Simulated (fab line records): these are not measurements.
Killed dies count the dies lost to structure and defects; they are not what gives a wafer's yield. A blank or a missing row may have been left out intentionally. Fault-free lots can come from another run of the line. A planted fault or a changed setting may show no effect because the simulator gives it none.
fab line records -- flow n5Finfet
record lots=4, wafers=12, lastDay=18
route steps=1938 shown GATE_CUT@502 MOL_CONTACT_COAG@517 BEOL_M4@1111 PASSIVATION@1936
lots that met no fault: from a run of the same line without faults
startH: hours from the record's first day to the start of the lot's first wafer shown -- waitH: time in hours since the lot's previous step -- " identical to the entry in the row above -- L1.1+2: a row that stands for several wafers -- - no value, or no start was given -- * or withheld: withheld -- < > ~ a bound
route shown NAME@n: a module of which the file shows steps, and the number in the route of the first -- usual: mean and standard deviation over wafers with no fault -- same: alike in all rows -- chamber/n: place in a boat -- sites: each site's reading -- _std_site: standard deviation across them -- _edge_site: inner sites' mean taken away from outer sites' mean -- radiusMm: how far each site lies from the wafer's centre -- mask NAME#n: copy n -- behind: the most recent tool/chamber to have shaped the wafer -- hold: why the lot went on hold/how many hours it stayed there/how the hold came to an end -- device: whichever transistor did not switch (one of n, p or np) -- end of line: tests run on the same wafers once the route is complete -- step lacking rows: just its recipe -- killed: at the first sort, the dies lost to defects and structure; wafer yield is something else -- map: shows each die of a wafer: x if killed, . if not, _ if none is there
set.NAME: the setting the step ran with; set.NAME@STEP: the setting that earlier step ran with -- model.NAME: the simulator's own value behind a step, which no gauge read
certain route steps with their lots: each step a table, each wafer a row
services: a tool's chamber out of use, with start hour (startH, from the record's first day; less than 0 if before it), hours out, and reason
## steps
# step N5_GATE_CUT_CUT_ETCH_55
# recipe chemistry=BCl3, target=HfO2, maskMaterial=SiO2, targetDepthA=32, ionEnergyEv=30, pressureMtorr=5, icpW=450, biasW=18, bcl3FlowSccm=80
# step N5_GATE_CUT_ETCH_47
# recipe chemistry=Cl2/BCl3, target=SiO2, targetDepthA=100, pressureMtorr=10, icpW=1000, biasW=126, Cl2_flow_sccm=53.25, bcl3FlowSccm=21.75, Ar_flow_sccm=25
# step N5_GATE_CUT_VAPOR_ETCH_48
# recipe chemistry=BCl3/Cl2, target=TiN, mode=isotropic
# step N5_GATE_CUT_VAPOR_ETCH_49
# recipe chemistry=BCl3/Cl2, target=TiAlC, mode=isotropic
# step N5_GATE_CUT_VAPOR_ETCH_51
# recipe chemistry=BCl3/Cl2, target=HfO2, mode=isotropic
# step N5_GATE_CUT_STRIP_21
# recipe chemistry=N2/H2, timeS=30, powerW=1000, tempC=250, pressureMtorr=withheld, n2FlowSccm=1750, h2FlowSccm=3250
# step N5_GATE_CUT_STRIP_29
# recipe chemistry=postEtchResidueRemover, timeS=60, tempC=25, removerPh=withheld, removerWaterWtPct=withheld, removerFluorideWtPct=withheld
# step N5_GATE_CUT_SRD_52
# recipe dry=ipaMarangoni, timeS=30, tempC=23, rinseLiquid=diw
# step N5_GATE_CUT_ALD_22
# recipe material=SiNx, targetThkA=160, tempC=400, aldPrecursorFamily=SiH2I2, aldCoReactant=N2/H2-plasma, pulseTimeS=1, aldCycles=320, purgeTimeS=2, coReactantPurgeTimeS=2, pressureTorr=2
# step N5_GATE_CUT_CMP_23
# recipe stopOn=SiO2, tOverpolishS=23.4, postCmpClean=alkalineBrush, downForcePsi=2.5, platenRpm=51.8, padVelocityMS=1.0307, targetThkNm=16
# step N5_GATE_CUT_CMP_43
# recipe material=SiO2, postCmpClean=rinseOnly
# step N5_GATE_CUT_CMP_61
# recipe stopOn=SiNx, tOverpolishS=3, postCmpClean=alkalineBrush, downForcePsi=4, platenRpm=27.09, padVelocityMS=0.539
# usual edgeZonePressureFrac=0.999/0.0054, headPressurePsi=4.001/0.0093, motorCurrentA=11.4/1.3
lot.wafer,tool,chamber,startH,waitH,edgeZonePressureFrac,headPressurePsi,motorCurrentA,model.SiO2_of_GATE_CUT_HM_DEP_46.thkNm,model.SiNx_of_GATE_CUT_SAC_CAP_01.thkNm
L791.4,cmp-02,2,150.17,0.4,-,-,-,5,21.6
L791.3,cmp-02,1,150.17,0.4,-,-,-,5,21.8
L791.6,cmp-02,2,150.17,0.4,-,-,-,5.2,21.6
L792.3,cmp-01,0,155.30,0.4,-,-,-,4.8,21.8
L792.1,cmp-01,3,155.30,0.4,-,-,-,5,21.6
L792.5,cmp-01,1,155.30,0.4,-,-,-,5.2,21.8
L798.2,cmp-01,0,188.76,0.3,1.002,4.003,13.3,0,21.2
L798.1,cmp-01,1,188.76,0.3,1.000,3.984,9.8,0,21.4
L798.5,cmp-01,2,188.76,0.3,0.994,3.997,12.4,0,21.6
L803.2,cmp-03,0,220.42,0.4,0.996,3.997,10.3,0,21.2
L803.1,cmp-03,1,220.42,0.4,0.998,4.001,11.4,0,21
L803.4,cmp-03,3,220.42,0.4,1.001,3.995,12.3,0,21.2
# step N5_MOL_CONTACT_COAG_COAT_103
# recipe resist=SOC, tempC=250, timeS=60, spinRpm=1500, resistThkNm=80
# step N5_MOL_CONTACT_COAG_COAT_104
# recipe resist=SiARC, tempC=220, timeS=60, spinRpm=1500, resistThkNm=12
# step N5_MOL_CONTACT_COAG_COAT_58
# recipe resist=underlayer, tempC=205, timeS=60, spinRpm=1500, resistThkNm=10
# step N5_MOL_CONTACT_COAG_COAT_02
# recipe resist=CAR-EUV, spinRpm=1500, resistThkNm=30
# step N5_MOL_CONTACT_COAG_EBR_04
# recipe solvent=PGMEA, ebrWidthMm=1.5
# step N5_MOL_CONTACT_COAG_SOFTBAKE_03
# recipe tempC=110, timeS=60, resist=CAR-EUV
# step N5_MOL_CONTACT_COAG_EXPOSE_05
# recipe maskId=CA, na=0.33, sourceShape=annular, sigmaInner=0.4, sigmaOuter=0.8, polarization=unpolarized, defocusNm=0, doseMj=38.25
# step N5_MOL_CONTACT_COAG_PEB_06
# recipe pebTempC=100, pebTimeS=60, resist=CAR-EUV
# step N5_MOL_CONTACT_COAG_DEVELOP_07
# recipe developTimeS=30, developer=TMAH, resist=CAR-EUV, rinseLiquid=surfactantRinse, dry=airSpin, devTempC=23
# step N5_MOL_CONTACT_COAG_DESCUM_13
# recipe chemistry=O2, timeS=7, sourcePowerW=50, biasPowerW=20, pressureMtorr=20, rfFrequencyHz=2.712e+07, tempC=40, resist=CAR-EUV, o2FlowSccm=225
# step N5_MOL_CONTACT_COAG_ETCH_59
# recipe chemistry=N2/H2, target=underlayer, targetDepthA=130, maskMaterial=CAR-EUV, timeS=10.4, ionEnergyEv=200, pressureMtorr=30, sourceW=840, biasW=150, n2FlowSccm=200, h2FlowSccm=200, ends=cleared
# step N5_MOL_CONTACT_COAG_ETCH_105
# recipe chemistry=CF4, target=SiARC, targetDepthA=156, maskMaterial=CAR-EUV, timeS=26, ionEnergyEv=80, pressureMtorr=40, sourceW=545, biasW=36, Ar_flow_sccm=100, cf4FlowSccm=100, ends=cleared
# step N5_MOL_CONTACT_COAG_ETCH_106
# recipe chemistry=N2/H2, target=SOC, targetDepthA=800, overetchA=160, maskMaterial=SiARC, tempC=40, timeS=120, ionEnergyEv=200, pressureMtorr=30, sourceW=840, biasW=150, n2FlowSccm=200, h2FlowSccm=200
# step N5_MOL_CONTACT_COAG_STRIP_107
# recipe chemistry=N2/H2, tempC=40, n2FlowSccm=200, h2FlowSccm=200, rfFrequencyHz=6e+07
# step N5_MOL_CONTACT_COAG_STRIP_108
# recipe chemistry=N2/H2, tempC=40, n2FlowSccm=200, h2FlowSccm=200, rfFrequencyHz=6e+07
# step N5_MOL_CONTACT_COAG_CONTACT_ETCH_14
# recipe chemistry=C4F6/O2, target=SiO2, targetDepthA=275, overetchA=85, maskMaterial=SOC, pressureMtorr=30, sourceW=370, biasW=185, Ar_flow_sccm=300, C4F6_flow_sccm=16, O2_flow_sccm=10, timeS=20, ionEnergyEv=259.6
# step N5_MOL_CONTACT_COAG_STRIP_109
# recipe chemistry=C4F6/O2, resist=SiARC, rfFrequencyHz=6e+07
# step N5_MOL_CONTACT_COAG_ETCH_15
# recipe chemistry=CH3F/O2, target=SiNx, targetDepthA=70, maskMaterial=SOC, stopOn=Si:P, overEtchFrac=0.75, ionEnergyEv=120, pressureMtorr=30, sourceW=395, biasW=73, Ar_flow_sccm=150, CH3F_flow_sccm=30, O2_flow_sccm=20
# step N5_MOL_CONTACT_COAG_ETCH_110
# recipe chemistry=CF4/O2, target=Si, targetDepthA=25, timeS=8, pressureMtorr=100, sourceW=200, biasW=12, ionEnergyEv=60, Ar_flow_sccm=100, cf4FlowSccm=100, O2_flow_sccm=10
# step N5_MOL_CONTACT_COAG_STRIP_98
# recipe chemistry=N2/H2, powerW=500, tempC=40, pressureMtorr=50, rfFrequencyHz=6e+07, overashFraction=0.3, biasPowerW=8, h2Frac=0.5, n2FlowSccm=300, h2FlowSccm=300
# step N5_MOL_CONTACT_COAG_IMPLANT_129
# recipe species=Ge, energyKev=3, doseCm2=6e+14, tiltDeg=0, rotationDeg=0
# step N5_MOL_CONTACT_COAG_PRECLEAN_111
# recipe chemistry=NF3:NH3, afsCycles=1, tempC=30, timeS=20, sublimationTempC=180, sublimationTimeS=60, pressureTorr=3, rfPowerW=30
# step N5_MOL_CONTACT_COAG_TI_SIL_19
# recipe material=Ti, targetThkA=42, tempC=200, chamberPressurePa=5, powerW=5000, timeS=15
# step N5_MOL_CONTACT_COAG_CMP_28
# recipe stopOn=SiNx, tOverpolishS=0.85, postCmpClean=alkalineBrush, downForcePsi=4.15, platenRpm=51.8, padVelocityMS=1.0307, targetThkNm=14.522
# usual edgeZonePressureFrac=1.001/0.0053, headPressurePsi=4.151/0.0097, motorCurrentA=11.8/1, timeToEndpointS=6.3/3
lot.wafer,tool,chamber,startH,waitH,edgeZonePressureFrac,headPressurePsi,motorCurrentA,timeToEndpointS,model.SiNx_of_GATE_CUT_SAC_CAP_01.thkNm
L791.3,cmp-04,0,160.86,0.8,1.005,4.150,12.7,5.9,18.4
L791.4,cmp-04,2,160.86,0.8,0.992,4.152,11.8,6.7,18.2
L791.6,cmp-04,3,160.86,0.8,1.011,4.147,12.9,2.9,18.2
L792.3,cmp-04,3,165.03,0.8,1.003,4.148,12.7,5.0,18.4
L792.1,cmp-04,2,165.03,0.8,1.006,4.155,11.7,6.9,18.2
L792.5,cmp-04,3,165.03,0.8,1.001,4.142,12.8,3.4,18.4
L798.2,cmp-01,0,196.64,0.8,1.013,4.148,12.6,4.4,18
L798.1,cmp-01,1,196.64,0.8,1.000,4.150,10.2,0.2,18
L798.5,cmp-01,0,196.64,0.8,1.007,4.162,13.5,2.3,18.2
L803.4,cmp-04,3,229.72,0.8,0.995,4.167,12.9,1.9,18
L803.1,cmp-04,0,229.72,0.8,1.002,4.138,12.5,4.1,17.6
L803.2,cmp-04,1,229.72,0.8,1.001,4.157,12.2,3.2,17.8
# step N5_MOL_CONTACT_COAG_THK_MEAS_29
# recipe reads=SiNx_of_GATE_CUT_PECVD_57+SiNx_of_GATE_CUT_SAC_CAP_01
# usual MD_CAP_THK=17.92/0.095
lot.wafer,tool,chamber,startH,waitH,MD_CAP_THK[nm]
L791.3,filmMetro-01,-,161.12,-,18.40
L791.4,filmMetro-01,-,161.12,-,18.18
L791.6,filmMetro-01,-,161.12,-,18.21
L792.1,filmMetro-01,-,165.33,-,18.30
L792.3,filmMetro-01,-,165.33,-,18.42
L792.5,filmMetro-01,-,165.33,-,18.34
L798.1,filmMetro-02,-,196.94,-,18.01
L798.2,filmMetro-02,-,196.94,-,17.89
L798.5,filmMetro-02,-,196.94,-,18.27
L803.1,filmMetro-01,-,229.97,-,17.69
L803.2,filmMetro-01,-,229.97,-,17.82
L803.4,filmMetro-01,-,229.97,-,17.93
# step N5_MOL_CONTACT_COAG_ETCH_47
# recipe chemistry=CH3F/O2, target=SiNx, targetDepthA=270, maskMaterial=SiO2, stopOn=W, overEtchFrac=0.2, ionEnergyEv=120, endpoint=OES-CN, pressureMtorr=30, sourceW=395, biasW=73, Ar_flow_sccm=150, CH3F_flow_sccm=30, O2_flow_sccm=20, ends=endPoint
# usual O2_flow_sccm=20.00/0.054, drypumpMotorCurrentA=5.6/0.41, etchRfOnTimeS=31.0/0.74, oesProductAu=0.71/0.073, rfVppV=295/8.3, showerheadPlenumPTorr=2.00/0.065, throttleValvePct=16.27/0.2
lot.wafer,tool,chamber,startH,waitH,O2_flow_sccm,drypumpMotorCurrentA,etchRfOnTimeS,oesProductAu,rfHoursCounterH,rfVppV,showerheadPlenumPTorr,throttleValvePct,model.MOL_CONTACT_COAG.featureDepthNm,model.etch.depthNm
L791.3,rieDiel-06,2,162.85,0.0,19.98,5.8,30.6,0.78,58,294,2.03,16.16,19,18.36
L791.4,rieDiel-06,3,162.85,0.0,19.95,5.1,31.9,0.77,44,287,1.95,16.28,18.8,18.22
L791.6,rieDiel-06,2,162.85,0.0,19.96,5.8,30.2,0.77,-,297,2.03,16.18,18.8,18.17
L792.1,rieDiel-01,3,167.29,0.0,20.04,6.2,31.2,0.63,245,302,1.94,16.38,18.8,18.25
L792.3,rieDiel-01,0,167.29,0.0,19.94,5.2,31.6,0.75,66,305,2.10,16.20,19,18.41
L792.5,rieDiel-01,1,167.29,0.0,20.03,5.3,30.7,0.64,-,303,1.96,16.70,19,18.36
L798.1,rieDiel-01,0,199.07,0.0,19.99,5.2,31.3,0.73,80,306,2.09,16.22,18.8,18.07
L798.2,rieDiel-01,2,199.07,0.0,20.04,5.6,31.5,0.76,60,286,1.94,16.11,18.6,17.91
L798.5,rieDiel-01,3,199.07,0.0,20.00,6.1,31.3,0.62,-,300,1.94,16.42,18.8,18.19
L803.1,rieDiel-01,2,232.22,0.0,19.96,5.6,31.3,0.74,76,285,1.94,16.13,18.2,17.69
L803.2,rieDiel-01,0,232.22,0.0,19.95,5.2,30.8,0.72,96,305,2.09,16.26,18.4,17.82
L803.4,rieDiel-01,2,232.22,0.0,19.96,5.5,31.4,0.75,-,285,1.93,16.15,18.6,17.96
# step N5_BEOL_M4_RC_MEAS_101
# usual DIBL_N=36.4/2.7, DIBL_P=36/3.2, IOFF_N=0.16/0.046, IOFF_P=0.21/0.055, ION_N=677/15, ION_P=464/11, SS_N=71.5/0.79, SS_P=73.3/0.93, VT_N=250/4.1, VT_P=-251/4.4
lot.wafer,tool,chamber,startH,waitH,DIBL_N[mV/V],DIBL_P[mV/V],IOFF_N[nA/um],IOFF_P[nA/um],ION_N[uA/um],ION_P[uA/um],SS_N[mV/dec],SS_P[mV/dec],VT_N[mV],VT_P[mV]
L791.3,prober-02,0,238.53,0.3,35.7,34,0.13,0.17,669,457,71.1,72.8,253,-254
L791.4,prober-02,0,238.53,0.3,37.1,37,0.18,0.22,701,478,71.4,74.4,245,-251
L791.6,prober-02,0,238.53,0.3,37.6,38,0.18,0.22,683,462,71.9,74.0,247,-250
L792.1,prober-01,0,251.19,0.0,36.1,37,0.16,0.24,680,476,71.4,73.4,253,-248
L792.3,prober-01,0,251.19,0.0,37.0,38,0.19,0.28,701,479,72.7,74.5,244,-245
L792.5,prober-01,0,251.19,0.0,34.8,35,0.15,0.24,677,468,70.6,73.6,247,-248
L798.1,prober-01,0,284.70,0.0,38.5,38,0.15,0.21,684,470,71.5,73.2,251,-250
L798.2,prober-01,0,284.70,0.0,36.0,35,0.12,0.17,666,460,70.9,72.4,255,-255
L798.5,prober-01,0,284.70,0.0,38.9,39,0.16,0.23,677,464,71.8,73.6,253,-251
L803.1,prober-02,0,319.05,0.0,37.4,36,0.16,0.21,681,465,70.7,73.3,248,-250
L803.2,prober-02,0,319.05,0.0,36.8,36,0.15,0.19,670,456,70.8,73.2,250,-254
L803.4,prober-02,0,319.05,0.0,37.1,36,0.17,0.20,697,477,70.7,72.9,248,-253
# step N5_PASSIVATION_PROBE_49
# usual defectLimitedYield=91.1/1.4, killed_at_M0_to_M3=34/9.7, killed_at_M4_up=13/5.1, killedAtContacts=14/6.3, killedAtFrontEnd=40/11, killedAtOther=3.5/2.7, killedDies=105/16, killedOpen=70/12, killedShort=34/7.8, sort_bin_5_function=5.2/0.88, sort_bin_6_memory=3.3/0.7, sortNPass=1074/17, sortYieldPct=91.0/1.5
# same grossDies=1180, killedAtBackSide=0, sort_bin_4_leakage[%]=0, sort_bin_8_speed[%]=0
lot.wafer,tool,chamber,startH,waitH,defectLimitedYield[%],killed_at_M0_to_M3,killed_at_M4_up,killedAtContacts,killedAtFrontEnd,killedAtOther,killedDies,killedOpen,killedShort,sort_bin_5_function[%],sort_bin_6_memory[%],sortNPass,sortYieldPct[%]
L792.1,prober-02,-,357.42,0.0,91.5,30,9,14,45,2,100,61,37,5.0,2.8,1080,91.5
L792.3,prober-02,-,357.52,0.1,93.6,17,11,14,32,2,76,57,19,3.6,2.6,1104,93.6
L792.5,prober-02,-,357.62,0.2,91.7,29,13,24,29,3,98,71,27,4.8,3.3,1082,91.7
L803.1,prober-01,-,423.72,0.0,90.8,39,11,5,51,3,109,65,43,5.1,3.8,1071,90.8
L803.2,prober-01,-,423.77,0.1,91.9,32,14,3,44,3,96,72,24,4.6,3.3,1084,91.9
L803.4,prober-01,-,423.87,0.2,89.6,41,14,9,55,4,123,72,51,5.6,4.3,1057,89.6
# killed by level:class
L792.1 FIN_SAQP:geometricParticle:short=10 BEOL_M1:geometricParticle:open=10 MOL_CONTACT_COAG:geometricParticle:open=9 STI_FIN_REVEAL:geometricParticle:open=7 BEOL_M2:geometricParticle:open=6 BEOL_M0_SAQP:geometricParticle:open=6 DUMMY_GATE:geometricParticle:open=5 MOL_CONTACT_COAG:geometricParticle:short=5
L792.3 MOL_CONTACT_COAG:geometricParticle:open=12 STI_FIN_REVEAL:geometricParticle:open=9 DUMMY_GATE:geometricParticle:open=7 BEOL_M0:geometricParticle:open=4 BEOL_M2:geometricParticle:open=4 ILD0:geometricParticle:open=3 BEOL_M1:geometricParticle:open=3 BEOL_M4:geometricParticle:open=3
L792.5 MOL_CONTACT_COAG:geometricParticle:open=20 BEOL_M1:geometricParticle:open=8 BEOL_M4:geometricParticle:open=7 GATE_CUT:geometricParticle:short=6 STI_FIN_REVEAL:geometricParticle:open=5 BEOL_M2:geometricParticle:open=5 BEOL_M3:geometricParticle:open=5 FIN_SAQP:geometricParticle:short=4
L803.1 BEOL_M0_SAQP:geometricParticle:short=19 STI_FIN_REVEAL:geometricParticle:open=18 BEOL_M0_SAQP:geometricParticle:open=10 FIN_SAQP:geometricParticle:open=8 STI_FIN_REVEAL:geometricParticle:short=7 FIN_SAQP:geometricParticle:short=6 BEOL_M1:geometricParticle:open=6 MOL_CONTACT_COAG:geometricParticle:open=5
L803.2 STI_FIN_REVEAL:geometricParticle:open=21 BEOL_M0_SAQP:geometricParticle:open=9 BEOL_M4:geometricParticle:open=9 STI_FIN_REVEAL:geometricParticle:short=8 BEOL_M0_SAQP:geometricParticle:short=5 BEOL_M3:geometricParticle:open=5 BEOL_M0:geometricParticle:open=4 BEOL_M2:geometricParticle:open=4
L803.4 STI_FIN_REVEAL:geometricParticle:open=28 BEOL_M0_SAQP:geometricParticle:short=18 BEOL_M0_SAQP:geometricParticle:open=12 STI_FIN_REVEAL:geometricParticle:short=8 MOL_CONTACT_COAG:geometricParticle:open=6 BEOL_M4:geometricParticle:short=6 BEOL_M2:geometricParticle:open=4 FIN_SAQP:geometricParticle:open=3
## services
tool,chamber,startH,hours,kind
cmp-04,-,128.09,-,consumableReplace:conditioner
cmp-04,-,128.09,-,consumableReplace:pad
cmp-04,-,128.09,4.6,pm
rieDiel-01,-,144.78,4.3,pm
cmp-04,-,147.72,1.7,repair
cmp-02,-,160.85,1.0,repair
cmp-03,-,161.57,1.2,repair
cmp-01,-,165.58,2.2,repair
cmp-02,-,170.68,1.6,repair
rieDiel-06,3,173.08,5.7,repair
cmp-01,-,180.99,0.5,repair
cmp-01,-,191.15,4.0,pm
cmp-01,-,195.15,-,consumableReplace:conditioner
cmp-01,-,195.15,-,consumableReplace:pad
cmp-02,-,201.76,0.5,repair
cmp-04,-,203.16,1.2,repair
rieDiel-01,3,205.59,-,clean
rieDiel-01,3,205.59,-,consumableReplace:focusRing
rieDiel-01,3,205.59,19.6,scheduledDown
rieDiel-01,3,205.59,19.6,ventCycle
rieDiel-06,-,221.57,2.8,pm
rieDiel-01,1,225.32,-,clean
rieDiel-01,1,225.32,-,consumableReplace:focusRing
rieDiel-01,1,225.32,22.4,scheduledDown
## key
firstSign step=N5_GATE_CUT_CMP_61, reading=toolRecord, direction=missing
effect step=N5_MOL_CONTACT_COAG_THK_MEAS_29, reading=MD_CAP_THK, direction=up, sigmas=4.1, usual=17.92, struck=18.31
modelEffect step=N5_GATE_CUT_CMP_61, value=SiO2_of_GATE_CUT_HM_DEP_46.thkNm, without=0, struck=5.033
modelEffect step=N5_MOL_CONTACT_COAG_CMP_28, value=SiNx_of_GATE_CUT_SAC_CAP_01.thkNm, without=17.9, struck=18.3
modelEffect step=N5_MOL_CONTACT_COAG_ETCH_47, value=MOL_CONTACT_COAG.featureDepthNm, without=18.5, struck=18.9
metAt N5_GATE_CUT_CMP_61
struckWafers L791.3,L791.4,L791.6,L792.1,L792.3,L792.5
fault kind=skippedStepWhole, tool=cmp-01,cmp-02, chamber=-, onsetH=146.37, steps=N5_GATE_CUT_CMP_61, scope=struckLotsOnly
